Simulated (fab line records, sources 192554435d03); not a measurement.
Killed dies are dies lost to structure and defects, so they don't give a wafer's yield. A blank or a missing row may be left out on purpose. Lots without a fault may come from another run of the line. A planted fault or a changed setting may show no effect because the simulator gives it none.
fab line records | flow n5_finfet
record lots=7 wafers=21
route steps=1938 shown WELL_APT@40 PMOS_HMC_CHANNEL_EPI@63 FIN_SAQP@133 SD_EPI_N@263 ILD0@338
start_h: hours from the record's first day to the start of the lot's first wafer shown | wait_h: hours since the lot's step before | " the same as in the row above | L1.1+2: a row that stands for several wafers | - no value, or no start given | * or withheld: withheld | < > ~ a bound
route shown NAME@n: a module of which the file shows steps, and the number in the route of the first | usual: mean/standard deviation of fault-free wafers | same: alike in all rows | chamber/n: place in a boat | sites: the reading at each site | _std_site: their standard deviation | _edge_site: outer sites' mean less inner sites' | radius_mm: how far each site lies from the wafer's centre | mask NAME#n: copy n | behind: the tool/chamber that last shaped the wafer | hold: why the lot was held/for how many hours/how that ended | device: the transistor (n, p or np) that didn't switch | end of line: the same wafers' tests at the end of the route | a step without rows: its recipe alone | killed: dies lost to structure and defects at the first sort, not the wafer's yield | map: a wafer's dies, x killed, . not, _ none there
set.NAME: the setting as run; set.NAME@STEP: as run at that earlier step | model.NAME: the simulator's own value behind a step, which no gauge read
lots whose settings were changed on purpose; a table a step, a row a wafer
## steps
# step N5_WELL_APT_PEB_23
# recipe peb_temp_c=130 peb_time_s=90
# columns lot.wafer tool chamber start_h wait_h set.peb_time_s
L074.3 litho_track-04 0 14.82 0.0 90
L074.4+6 " 0 " " 104.7
L076.1+2+6 litho_track-04 0 26.72 0.1 99.49
L078.1+3+5 litho_track-05 0 38.73 0.1 90
L086.3+5 litho_track-05 0 86.84 0.0 103.6
L086.4 " 0 " " 90
L093.4+5+6 litho_track-05 0 128.58 0.0 90
L095.4+5 litho_track-05 0 141.01 0.0 108.1
L095.6 " 0 " " 90
L097.1 litho_track-04 0 152.75 0.1 90
L097.3+6 " 0 " " 79.82
# step N5_WELL_APT_DEVELOP_24
# recipe develop_time_s=45 rinse_liquid=surfactant_rinse dry=air_spin dev_temp_c=21
# step N5_WELL_APT_HARDBAKE_29
# recipe temp_c=130 time_s=120
# step N5_WELL_APT_CD_MEAS_25
# recipe target_cd_nm=200 landing_energy_ev=500 detector=se_inlens
# usual cd_nm=199.7/1.9
# columns lot.wafer tool chamber start_h wait_h set.peb_time_s@WELL_APT_PEB_23 cd_nm
L074.3 cd_sem-01 0 14.93 - 90 198.4
L074.4 " 0 " " 104.7 205.7
L074.6 " 0 " " 104.7 203.9
L076.1 cd_sem-03 0 26.83 - 99.49 204.8
L076.2 " 0 " " 99.49 204.3
L076.6 " 0 " " 99.49 203.7
L078.1 cd_sem-01 0 38.85 - 90 199.1
L078.3 " 0 " " 90 199.2
L078.5 " 0 " " 90 196.3
L086.3 cd_sem-03 0 86.95 - 103.6 208.4
L086.4 " 0 " " 90 198.5
L086.5 " 0 " " 103.6 206.9
L093.4 cd_sem-02 0 128.70 - 90 200.6
L093.5 " 0 " " 90 202.1
L093.6 " 0 " " 90 202.0
L095.4 cd_sem-02 0 141.12 - 108.1 207.7
L095.5 " 0 " " 108.1 209.5
L095.6 " 0 " " 90 202.2
L097.1 cd_sem-02 0 152.86 - 90 201.9
L097.3 " 0 " " 79.82 192.9
L097.6 " 0 " " 79.82 195.1
# step N5_WELL_APT_DESCUM_30
# recipe chemistry=O2 time_s=7.9 source_power_w=50 bias_power_w=20 pressure_mtorr=20 rf_frequency_hz=2.712e+07 temp_c=40 o2_flow_sccm=225
# columns lot.wafer tool chamber start_h wait_h set.time_s set.peb_time_s@WELL_APT_PEB_23 model.WELL_APT.cd_nm
L074.3 rie_diel-01 0 15.02 0.0 7.9 90 198.3
L074.4 " 2 " " 8.445 104.7 205.9
L074.6 " 2 " " 7.9 104.7 204
L076.1 rie_diel-02 3 26.92 0.0 7.9 99.49 204.9
L076.2 " 1 " " 7.9 99.49 204.5
L076.6 " 2 " " 9.473 99.49 203.7
L078.1 rie_diel-02 1 38.94 0.0 7.9 90 199.6
L078.3 " 3 " " 7.9 90 199.4
L078.5 " 0 " " 7.9 90 196
L086.3 rie_diel-01 1 87.04 0.0 8.388 103.6 208.3
L086.4 " 2 " " 7.9 90 198.5
L086.5 " 2 " " 7.9 103.6 207
L093.4 rie_diel-01 3 128.78 0.0 7.9 90 200.6
L093.5 " 3 " " 7.9 90 202.1
L093.6 " 2 " " 7.9 90 202.2
L095.4 rie_diel-02 1 141.21 0.0 6.46 108.1 207.4
L095.5 " 1 " " 7.9 108.1 209.4
L095.6 " 0 " " 7.9 90 202.1
L097.1 rie_diel-02 3 152.96 0.0 6.428 90 201.7
L097.3 " 2 " " 6.428 79.82 192.8
L097.6 " 0 " " 7.9 79.82 195
# step N5_PMOS_HMC_CHANNEL_EPI_PEB_07
# recipe peb_temp_c=110 peb_time_s=60 resist=CAR-ArF-block
# columns lot.wafer tool chamber start_h wait_h set.peb_time_s
L074.3 litho_track-02 0 17.32 0.0 60
L074.4+6 " 0 " " 66.37
L076.1+6 litho_track-03 0 29.67 0.1 68.15
L076.2 " 0 " " 60
L078.1+3+5 litho_track-02 0 40.99 0.1 60
L086.3+4 litho_track-02 0 89.30 0.0 60
L086.5 " 0 " " 50.38
L093.4+5+6 litho_track-02 0 130.70 0.0 60
L095.4+5+6 litho_track-04 0 143.43 0.0 60
L097.1 litho_track-02 0 154.99 0.1 51.24
L097.3+6 " 0 " " 60
# step N5_PMOS_HMC_CHANNEL_EPI_DEVELOP_08
# recipe develop_time_s=30 developer=TMAH resist=CAR-ArF-block dev_temp_c=23 rinse_liquid=diw dry=air_spin
# columns lot.wafer tool chamber start_h wait_h set.develop_time_s
L074.3+6 litho_track-02 0 - - 34.82
L074.4 " 0 " " 30
L076.1+6 litho_track-03 0 - - 25.56
L076.2 " 0 " " 30
L078.1+3+5 litho_track-02 0 - - 30
L086.3+5 litho_track-02 0 - - 30
L086.4 " 0 " " 35.97
L093.4 litho_track-02 0 - - 30
L093.5+6 " 0 " " 33.86
L095.4+5+6 litho_track-04 0 - - 30
L097.1+3 litho_track-02 0 - - 30
L097.6 " 0 " " 34.6
# step N5_PMOS_HMC_CHANNEL_EPI_CD_MEAS_09
# recipe target_cd_nm=237.4 landing_energy_ev=500 detector=se_inlens
# usual cd_nm=236.9/0.96
# columns lot.wafer tool chamber start_h wait_h set.peb_time_s@PMOS_HMC_CHANNEL_EPI_PEB_07 cd_nm
L074.3 cd_sem-01 0 17.39 - 60 238.8
L074.4 " 0 " " 66.37 240.1
L074.6 " 0 " " 66.37 240.8
L076.1 cd_sem-01 0 29.73 - 68.15 239.5
L076.2 " 0 " " 60 236.5
L076.6 " 0 " " 68.15 240.2
L078.1 cd_sem-03 0 41.06 - 60 236.2
L078.3 " 0 " " 60 235.9
L078.5 " 0 " " 60 235.6
L086.3 cd_sem-02 0 89.37 - 60 237.7
L086.4 " 0 " " 60 238.6
L086.5 " 0 " " 50.38 230.0
L093.4 cd_sem-02 0 130.77 - 60 239.4
L093.5 " 0 " " 60 239.2
L093.6 " 0 " " 60 239.5
L095.4 cd_sem-02 0 143.49 - 60 236.4
L095.5 " 0 " " 60 236.3
L095.6 " 0 " " 60 236.3
L097.1 cd_sem-02 0 155.06 - 51.24 230.1
L097.3 " 0 " " 60 237.1
L097.6 " 0 " " 60 238.3
# step N5_PMOS_HMC_CHANNEL_EPI_DESCUM_14
# recipe chemistry=O2 time_s=7.9 source_power_w=50 bias_power_w=20 pressure_mtorr=20 rf_frequency_hz=2.712e+07 temp_c=40 resist=CAR-ArF-block o2_flow_sccm=225
# columns lot.wafer tool chamber start_h wait_h set.peb_time_s@PMOS_HMC_CHANNEL_EPI_PEB_07 model.PMOS_HMC_CHANNEL_EPI.cd_nm
L074.3 rie_diel-05 0 17.47 0.0 60 238.7
L074.4 " 3 " " 66.37 239.9
L074.6 " 2 " " 66.37 240.7
L076.1 rie_diel-05 3 29.82 0.0 68.15 239.2
L076.2 " 1 " " 60 236.5
L076.6 " 1 " " 68.15 240.1
L078.1 rie_diel-03 3 41.15 0.0 60 236.1
L078.3 " 1 " " 60 236.2
L078.5 " 0 " " 60 235.5
L086.3 rie_diel-06 0 89.73 0.3 60 238.1
L086.4 " 2 " " 60 238.6
L086.5 " 1 " " 50.38 229.5
L093.4+6 rie_diel-03 3,1 130.85 0.0 60 239.4
L093.5 " 2 " " 60 238.7
L095.4+6 rie_diel-06 1,0 143.62 0.1 60 236.3
L095.5 " 3 " " 60 236.4
L097.1 rie_diel-06 3 155.14 0.0 51.24 229.9
L097.3 " 0 " " 60 237.5
L097.6 " 3 " " 60 238.4
# step N5_PMOS_HMC_CHANNEL_EPI_ETCH_32
# recipe chemistry=N2/H2 target=BARC stop_on=SiO2 target_depth_a=858 over_etch_frac=0.3 time_s=50.3 ion_energy_ev=200 mask_material=CAR-ArF-block pressure_mtorr=30 source_w=840 bias_w=150 n2_flow_sccm=200 h2_flow_sccm=200
# columns lot.wafer tool chamber start_h wait_h set.peb_time_s@PMOS_HMC_CHANNEL_EPI_PEB_07 model.PMOS_HMC_CHANNEL_EPI.cd_nm
L074.3 rie_diel-05 0 17.51 0.0 60 241.4
L074.4 " 3 " " 66.37 242.2
L074.6 " 2 " " 66.37 243.8
L076.1 rie_diel-05 3 29.86 0.0 68.15 241.5
L076.2 " 1 " " 60 238.6
L076.6 " 1 " " 68.15 242.1
L078.1 rie_diel-03 3 41.18 0.0 60 238.1
L078.3 " 1 " " 60 238.3
L078.5 " 0 " " 60 238.2
L086.3 rie_diel-06 0 89.77 0.0 60 240.5
L086.4 " 2 " " 60 241.1
L086.5 " 1 " " 50.38 231.3
L093.4 rie_diel-03 3 130.88 0.0 60 241.4
L093.5 " 2 " " 60 241.5
L093.6 " 1 " " 60 241.6
L095.4 rie_diel-06 1 143.66 0.0 60 238.2
L095.5 " 3 " " 60 239.2
L095.6 " 0 " " 60 239.7
L097.1 rie_diel-06 3 155.18 0.0 51.24 232.6
L097.3 " 0 " " 60 240.8
L097.6 " 3 " " 60 241.5
# step N5_PMOS_HMC_CHANNEL_EPI_HM_OPEN_15
# recipe chemistry=CHF3/O2 target=SiO2 mask_material=CAR-ArF-block target_depth_a=406 CHF3_flow_sccm=50 O2_flow_sccm=5 Ar_flow_sccm=200 time_s=20.3 pressure_mtorr=30 source_w=650 bias_w=170 ion_energy_ev=200
# columns lot.wafer tool chamber start_h wait_h set.peb_time_s@PMOS_HMC_CHANNEL_EPI_PEB_07 model.PMOS_HMC_CHANNEL_EPI.cd_nm
L074.3 rie_diel-05 0 17.55 0.0 60 241.4
L074.4 " 3 " " 66.37 242.3
L074.6 " 2 " " 66.37 243.8
L076.1 rie_diel-05 3 29.90 0.0 68.15 241.6
L076.2 " 1 " " 60 238.6
L076.6 " 1 " " 68.15 242.1
L078.1 rie_diel-03 3 41.22 0.0 60 238.1
L078.3+5 " 1,0 " " 60 238.2
L086.3 rie_diel-06 0 89.81 0.0 60 240.6
L086.4 " 2 " " 60 241.3
L086.5 " 1 " " 50.38 231.2
L093.4 rie_diel-03 3 130.93 0.0 60 241.3
L093.5 " 2 " " 60 241.6
L093.6 " 1 " " 60 241.5
L095.4 rie_diel-06 1 143.71 0.0 60 238.1
L095.5 " 3 " " 60 239.3
L095.6 " 0 " " 60 239.8
L097.1 rie_diel-06 3 155.22 0.0 51.24 232.8
L097.3 " 0 " " 60 240.9
L097.6 " 3 " " 60 241.6
# step N5_FIN_SAQP_COAT_68
# recipe resist=SOC temp_c=250 time_s=60 spin_rpm=1500 resist_thk_nm=100
# columns lot.wafer tool chamber start_h wait_h set.spin_rpm model.SOC_of_FIN_SAQP_COAT_68.thk_nm
L074.3 litho_track-05 0 24.48 0.2 1500 99.4
L074.4 " 0 " " 1500 99.6
L074.6 " 0 " " 1365 104.4
L076.1 litho_track-02 0 37.40 0.3 1500 100.2
L076.2+6 " 0 " " 1597 97.2
L078.1+3 litho_track-02 0 49.36 0.3 1500 100
L078.5 " 0 " " 1500 100.2
L086.3 litho_track-05 0 97.35 0.2 1427 102.8
L086.4 " 0 " " 1500 100.2
L086.5 " 0 " " 1500 99.8
L093.4 litho_track-05 0 137.93 0.2 1500 100.6
L093.5 " 0 " " 1500 100
L093.6 " 0 " " 1500 100.2
L095.4 litho_track-05 0 151.46 0.2 1416 103
L095.5 " 0 " " 1500 99.8
L095.6 " 0 " " 1500 100
L097.1+3+6 litho_track-05 0 162.22 0.3 1500 100
# step N5_SD_EPI_N_COAT_33
# recipe resist=SiARC temp_c=220 time_s=60 spin_rpm=1500 resist_thk_nm=35
# columns lot.wafer tool chamber start_h wait_h set.spin_rpm model.SiARC_of_SD_EPI_N_COAT_33.thk_nm
L074.3+4+6 litho_track-04 0 - - 1500 35
L076.1+6 litho_track-04 0 - - 1500 35
L076.2 " 0 " " 1500 35.2
L078.1+5 litho_track-01 0 - - 1500 35
L078.3 " 0 " " 1500 35.2
L086.3+4 litho_track-05 0 - - 1500 35
L086.5 " 0 " " 1598 33.8
L093.4+6 litho_track-01 0 - - 1500 35
L093.5 " 0 " " 1448 35.6
L095.4+5 litho_track-01 0 - - 1432 36
L095.6 " 0 " " 1500 35.2
L097.1+6 litho_track-04 0 - - 1546 34.6
L097.3 " 0 " " 1500 35
# step N5_SD_EPI_N_PEB_07
# recipe peb_temp_c=110 peb_time_s=60 resist=CAR-ArF-block
# columns lot.wafer tool chamber start_h wait_h set.peb_temp_c
L074.3 litho_track-05 0 47.37 0.0 107.9
L074.4+6 " 0 " " 110
L076.1 litho_track-01 0 63.11 0.1 112.1
L076.2+6 " 0 " " 110
L078.1+3+5 litho_track-05 0 76.49 0.1 110
L086.3+4 litho_track-05 0 122.74 0.0 112.5
L086.5 " 0 " " 110
L093.4+5 litho_track-05 0 162.66 0.0 108.3
L093.6 " 0 " " 110
L095.4+6 litho_track-01 0 177.11 0.0 110
L095.5 " 0 " " 108.4
L097.1 litho_track-01 0 189.41 0.1 110
L097.3+6 " 0 " " 113.1
# step N5_SD_EPI_N_DEVELOP_08
# recipe develop_time_s=30 developer=TMAH resist=CAR-ArF-block dev_temp_c=23 rinse_liquid=diw dry=air_spin
# step N5_SD_EPI_N_CD_MEAS_09
# recipe target_cd_nm=120 landing_energy_ev=500 detector=se_inlens
# usual cd_nm=120.0/0.67
# columns lot.wafer tool chamber start_h wait_h set.peb_temp_c@SD_EPI_N_PEB_07 cd_nm
L074.3 cd_sem-02 0 47.44 - 107.9 114.4
L074.4 " 0 " " 110 120.0
L074.6 " 0 " " 110 119.5
L076.1 cd_sem-03 0 63.17 - 112.1 124.8
L076.2 " 0 " " 110 120.6
L076.6 " 0 " " 110 119.7
L078.1 cd_sem-01 0 76.55 - 110 119.6
L078.3 " 0 " " 110 120.5
L078.5 " 0 " " 110 120.2
L086.3 cd_sem-01 0 122.81 - 112.5 126.5
L086.4 " 0 " " 112.5 125.9
L086.5 " 0 " " 110 120.7
L093.4 cd_sem-02 0 162.73 - 108.3 115.9
L093.5 " 0 " " 108.3 115.1
L093.6 " 0 " " 110 120.2
L095.4 cd_sem-01 0 177.18 - 110 120.6
L095.5 " 0 " " 108.4 115.8
L095.6 " 0 " " 110 120.5
L097.1 cd_sem-01 0 189.48 - 110 120.3
L097.3 " 0 " " 113.1 127.6
L097.6 " 0 " " 113.1 127.2
# step N5_SD_EPI_N_DESCUM_14
# recipe chemistry=O2 time_s=7.9 source_power_w=50 bias_power_w=20 pressure_mtorr=20 rf_frequency_hz=2.712e+07 temp_c=40 resist=CAR-ArF-block o2_flow_sccm=225
# columns lot.wafer tool chamber start_h wait_h set.peb_temp_c@SD_EPI_N_PEB_07 model.SD_EPI_N.cd_nm
L074.3 rie_diel-02 1 47.63 0.1 107.9 114.4
L074.4 " 3 " " 110 119.6
L074.6 " 3 " " 110 119.2
L076.1 rie_diel-02 1 63.26 0.0 112.1 124.4
L076.2 " 2 " " 110 120.6
L076.6 " 1 " " 110 119.4
L078.1 rie_diel-04 3 76.64 0.0 110 119.8
L078.3 " 1 " " 110 120.4
L078.5 " 1 " " 110 120.2
L086.3 rie_diel-04 1 122.89 0.0 112.5 127
L086.4 " 3 " " 112.5 126
L086.5 " 3 " " 110 120.6
L093.4 rie_diel-01 0 162.81 0.0 108.3 116
L093.5 " 1 " " 108.3 115.4
L093.6 " 2 " " 110 119.8
L095.4 rie_diel-01 2 177.26 0.0 110 120.2
L095.5 " 0 " " 108.4 115.6
L095.6 " 3 " " 110 120.4
L097.1 rie_diel-01 3 189.80 0.3 110 120.2
L097.3 " 1 " " 113.1 127.6
L097.6 " 0 " " 113.1 127.2
# step N5_SD_EPI_N_ETCH_34
# recipe chemistry=CF4 target=SiARC target_depth_a=455 mask_material=CAR-ArF-block time_s=75.8 ion_energy_ev=80 pressure_mtorr=40 source_w=545 bias_w=36 Ar_flow_sccm=100 cf4_flow_sccm=100 ends=cleared
# columns lot.wafer tool chamber start_h wait_h set.spin_rpm@SD_EPI_N_COAT_33 model.etch.depth_nm
L074.3 rie_diel-02 1 47.67 0.0 1500 35.07
L074.4 " 3 " " 1500 34.97
L074.6 " 3 " " 1500 34.98
L076.1 rie_diel-02 1 63.30 0.0 1500 35.01
L076.2 " 2 " " 1500 35.14
L076.6 " 1 " " 1500 35.1
L078.1 rie_diel-04 3 76.68 0.0 1500 34.96
L078.3 " 1 " " 1500 35.12
L078.5 " 1 " " 1500 35.04
L086.3 rie_diel-04 1 122.93 0.0 1500 34.94
L086.4 " 3 " " 1500 34.98
L086.5 " 3 " " 1598 33.84
L093.4 rie_diel-01 0 162.85 0.0 1500 35.04
L093.5 " 1 " " 1448 35.64
L093.6 " 2 " " 1500 35.03
L095.4 rie_diel-01 2 177.30 0.0 1432 35.91
L095.5 " 0 " " 1432 35.95
L095.6 " 3 " " 1500 35.16
L097.1 rie_diel-01 3 189.83 0.0 1546 34.55
L097.3 " 1 " " 1500 35.08
L097.6 " 0 " " 1546 34.6
# step N5_SD_EPI_N_ETCH_35
# recipe chemistry=N2/H2 target=SOC overetch_a=1080 mask_material=SiARC temp_c=40 ion_energy_ev=100 source_w=3000 bias_w=133 pressure_mtorr=20 time_s=486 n2_flow_sccm=200 h2_flow_sccm=200
# columns lot.wafer tool chamber start_h wait_h set.spin_rpm@SD_EPI_N_COAT_33 set.peb_temp_c@SD_EPI_N_PEB_07 model.SD_EPI_N.cd_nm model.SiARC_of_SD_EPI_N_COAT_33.thk_nm
L074.3 rie_diel-02 1 47.72 0.0 1500 107.9 115.2 19.4
L074.4 " 3 " " 1500 110 119.6 19.6
L074.6 " 3 " " 1500 110 119 19.6
L076.1 rie_diel-02 1 63.35 0.0 1500 112.1 126.4 19.4
L076.2 " 2 " " 1500 110 120.6 19.4
L076.6 " 1 " " 1500 110 121.2 19.4
L078.1 rie_diel-04 3 76.73 0.0 1500 110 120 19.6
L078.3 " 1 " " 1500 110 119.6 20
L078.5 " 1 " " 1500 110 118.2 19.8
L086.3 rie_diel-04 1 122.98 0.0 1500 112.5 125.8 19.8
L086.4 " 3 " " 1500 112.5 125.2 19.6
L086.5 " 3 " " 1598 110 120 18.6
L093.4 rie_diel-01 0 162.90 0.0 1500 108.3 116.4 20
L093.5 " 1 " " 1448 108.3 116.2 20.4
L093.6 " 2 " " 1500 110 119.2 19.8
L095.4 rie_diel-01 2 177.36 0.0 1432 110 119 20.6
L095.5 " 0 " " 1432 108.4 116.6 20.8
L095.6 " 3 " " 1500 110 120.2 20.2
L097.1 rie_diel-01 3 189.89 0.0 1546 110 119.6 19.8
L097.3 " 1 " " 1500 113.1 126.6 20
L097.6 " 0 " " 1546 113.1 128 19.6
# step N5_SD_EPI_N_STRIP_36
# recipe chemistry=N2/H2 temp_c=40 n2_flow_sccm=200 h2_flow_sccm=200 rf_frequency_hz=6e+07
# step N5_SD_EPI_N_ETCHBACK_44
# recipe chemistry=CH3F/O2 mode=anisotropic_etchback target=SiNx target_depth_a=145 stop_on=SiO2 over_etch_frac=0.3 ion_energy_ev=120 pressure_mtorr=30 source_w=395 bias_w=73 Ar_flow_sccm=150 CH3F_flow_sccm=30 O2_flow_sccm=20
# columns lot.wafer tool chamber start_h wait_h set.spin_rpm@SD_EPI_N_COAT_33 model.SiARC_of_SD_EPI_N_COAT_33.thk_nm
L074.3 rie_diel-02 1 48.05 0.0 1500 15.6
L074.4+6 " 3 " " 1500 15.8
L076.1 rie_diel-02 1 63.68 0.0 1500 15.4
L076.2+6 " 2,1 " " 1500 15.6
L078.1 rie_diel-04 3 77.06 0.0 1500 16
L078.3+5 " 1 " " 1500 16.2
L086.3 rie_diel-04 1 123.31 0.0 1500 16
L086.4 " 3 " " 1500 15.8
L086.5 " 3 " " 1598 14.8
L093.4 rie_diel-01 0 163.23 0.0 1500 16.2
L093.5 " 1 " " 1448 16.6
L093.6 " 2 " " 1500 16
L095.4 rie_diel-01 2 177.68 0.0 1432 16.8
L095.5 " 0 " " 1432 17.2
L095.6 " 3 " " 1500 16.6
L097.1 rie_diel-01 3 190.21 0.0 1546 16.2
L097.3 " 1 " " 1500 16.2
L097.6 " 0 " " 1546 15.8
# step N5_ILD0_CMP_03
# recipe stop_on=SiNx t_overpolish_s=1.9 post_cmp_clean=alkaline_brush down_force_psi=4.1491 platen_rpm=51.796 pad_velocity_m_s=1.0306 target_thk_nm=197.38
# usual time_to_endpoint_s=72/4.9
# columns lot.wafer tool chamber start_h wait_h set.down_force_psi time_to_endpoint_s
L074.3 cmp-03 2 59.42 0.1 4.1491 73
L074.4 " 3 " " 4.1491 75
L074.6 " 2 " " 3.224 92
L076.2 cmp-01 2 74.77 0.0 4.1491 71
L076.1 " 0 " " 4.1491 71
L076.6 " 2 " " 3.908 76
L078.1 cmp-01 2 91.19 0.1 4.1491 75
L078.3 " 0 " " 4.1491 72
L078.5 " 2 " " 4.1491 75
L086.4 cmp-04 3 134.23 0.0 4.1491 69
L086.3 " 2 " " 3.819 74
L086.5 " 3 " " 3.819 75
L093.4 cmp-03 3 174.24 0.1 4.1491 82
L093.6 " 0 " " 4.1491 74
L093.5 " 1 " " 4.1491 79
L095.4 cmp-03 3 191.24 0.1 4.1491 84
L095.6 " 1 " " 4.914 71
L095.5 " 2 " " 4.914 66
L097.1 cmp-03 3 201.84 0.1 3.52 97
L097.3 " 1 " " 3.52 99
L097.6 " 2 " " 3.52 94
## key
split step=N5_WELL_APT_PEB_23 setting=peb_time_s stated=90 by=wafer
response step=N5_WELL_APT_CD_MEAS_25 reading=cd_nm change=+0.448 per=1% r=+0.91
response step=N5_WELL_APT_DESCUM_30 reading=model.WELL_APT.cd_nm change=+0.45 per=1% r=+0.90
split step=N5_WELL_APT_DESCUM_30 setting=time_s stated=7.9 by=wafer
response none clear
split step=N5_PMOS_HMC_CHANNEL_EPI_PEB_07 setting=peb_time_s stated=60 by=wafer
response step=N5_PMOS_HMC_CHANNEL_EPI_CD_MEAS_09 reading=cd_nm change=+0.398 per=1% r=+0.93
response step=N5_PMOS_HMC_CHANNEL_EPI_DESCUM_14 reading=model.PMOS_HMC_CHANNEL_EPI.cd_nm change=+0.417 per=1% r=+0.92
response step=N5_PMOS_HMC_CHANNEL_EPI_ETCH_32 reading=model.PMOS_HMC_CHANNEL_EPI.cd_nm change=+0.441 per=1% r=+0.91
response step=N5_PMOS_HMC_CHANNEL_EPI_HM_OPEN_15 reading=model.PMOS_HMC_CHANNEL_EPI.cd_nm change=+0.445 per=1% r=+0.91
split step=N5_PMOS_HMC_CHANNEL_EPI_DEVELOP_08 setting=develop_time_s stated=30 by=wafer
response none clear
split step=N5_FIN_SAQP_COAT_68 setting=spin_rpm stated=1500 by=wafer
response step=N5_FIN_SAQP_COAT_68 reading=model.SOC_of_FIN_SAQP_COAT_68.thk_nm change=-0.531 per=1% r=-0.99
split step=N5_SD_EPI_N_COAT_33 setting=spin_rpm stated=1500 by=wafer
response step=N5_SD_EPI_N_COAT_33 reading=model.SiARC_of_SD_EPI_N_COAT_33.thk_nm change=-0.175 per=1% r=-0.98
response step=N5_SD_EPI_N_ETCH_34 reading=model.etch.depth_nm change=-0.171 per=1% r=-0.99
response step=N5_SD_EPI_N_ETCH_35 reading=model.SiARC_of_SD_EPI_N_COAT_33.thk_nm change=-0.143 per=1% r=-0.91
response step=N5_SD_EPI_N_ETCHBACK_44 reading=model.SiARC_of_SD_EPI_N_COAT_33.thk_nm change=-0.134 per=1% r=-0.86
split step=N5_SD_EPI_N_PEB_07 setting=peb_temp_c stated=110 by=wafer
response step=N5_SD_EPI_N_CD_MEAS_09 reading=cd_nm change=+2.64 per=1% r=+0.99
response step=N5_SD_EPI_N_DESCUM_14 reading=model.SD_EPI_N.cd_nm change=+2.6 per=1% r=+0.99
response step=N5_SD_EPI_N_ETCH_35 reading=model.SD_EPI_N.cd_nm change=+2.46 per=1% r=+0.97
split step=N5_ILD0_CMP_03 setting=down_force_psi stated=4.1491 by=wafer
response step=N5_ILD0_CMP_03 reading=time_to_endpoint_s change=* per=1% r=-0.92
